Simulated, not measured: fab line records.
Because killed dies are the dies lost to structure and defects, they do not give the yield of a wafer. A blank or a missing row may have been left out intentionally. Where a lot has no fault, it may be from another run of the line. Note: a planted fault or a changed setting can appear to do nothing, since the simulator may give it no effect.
Chamber matching	flow nand_harc	NHARC_P_CONTACT_ETCH_35 on rie_diel-07 has 4 sister chambers
The step etches the open film in CF4, target depth 39 nm, time 65 s. 16 wafers are shown with their chamber, then 8 later ones without.

== WAFERS PAIRED WITH THEIR CHAMBERS ==
wafer	chamber	drypump_motor_current_A (A)	showerhead_plenum_p_Torr (Torr)	rf_vpp_V (V)
L075.1	1	6.5	1.88	153.1
L075.2	3	5.8	1.69	149.0
L075.5	1	6.5	1.89	153.0
L077.2	2	5.7	1.75	149.7
L077.3	3	5.8	1.69	149.7
L077.5	0	5.2	1.69	151.6
L081.2	1	6.5	1.88	153.6
L081.3	2	5.8	1.74	150.1
L081.4	0	5.2	1.68	150.1
L086.1	3	5.8	1.69	149.8
L086.2	2	5.8	1.74	151.5
L086.5	1	6.5	1.88	151.9
L085.2	1	6.5	1.88	151.9
L085.3	0	5.2	1.68	149.7
L085.6	0	5.2	1.68	149.9
L091.2	0	5.2	1.68	148.3

SIGNATURES, as means of the wafers listed above
reading	chamber 0	chamber 1	chamber 2	chamber 3	scatter within a chamber
drypump_motor_current_A	5.200	6.500	5.767	5.800	0.0236
showerhead_plenum_p_Torr	1.6820	1.8820	1.7433	1.6900	0.00435
rf_vpp_V	149.920	152.700	150.433	149.500	0.914
Rule: for each reading, subtract the chamber's mean from the wafer's reading, divide by that reading's scatter and square the result; add these up over the readings and take the root, which gives the wafer's distance from the chamber. If the next closest chamber is less than 2 further off than the closest, the wafer can't be placed; otherwise it belongs to the closest. The scatter: the root of (the sum of the squares of (reading less its chamber's mean) over the shown wafers, divided by (wafers less chambers)).

== WAFERS MISSING THEIR CHAMBER ==
wafer	drypump_motor_current_A (A)	showerhead_plenum_p_Torr (Torr)	rf_vpp_V (V)
L091.4	5.8	1.69	150.5
L091.6	5.8	1.69	151.7
L095.2	6.5	1.88	153.2
L095.5	5.8	1.69	150.3
L095.6	5.2	1.68	150.1
L097.1	5.8	1.74	150.4
L097.2	6.5	1.88	151.8
L097.5	6.5	1.88	151.2

== WHICH CHAMBER EACH ONE RAN IN ==
wafer	from the rows above	in truth
L091.4	3	3
L091.6	3	3
L095.2	1	1
L095.5	3	3
L095.6	0	0
L097.1	2	2
L097.2	1	1
L097.5	1	1
Placed correctly: 8 of 8. Can't be placed from these rows: 0. Number placed wrongly: 0.
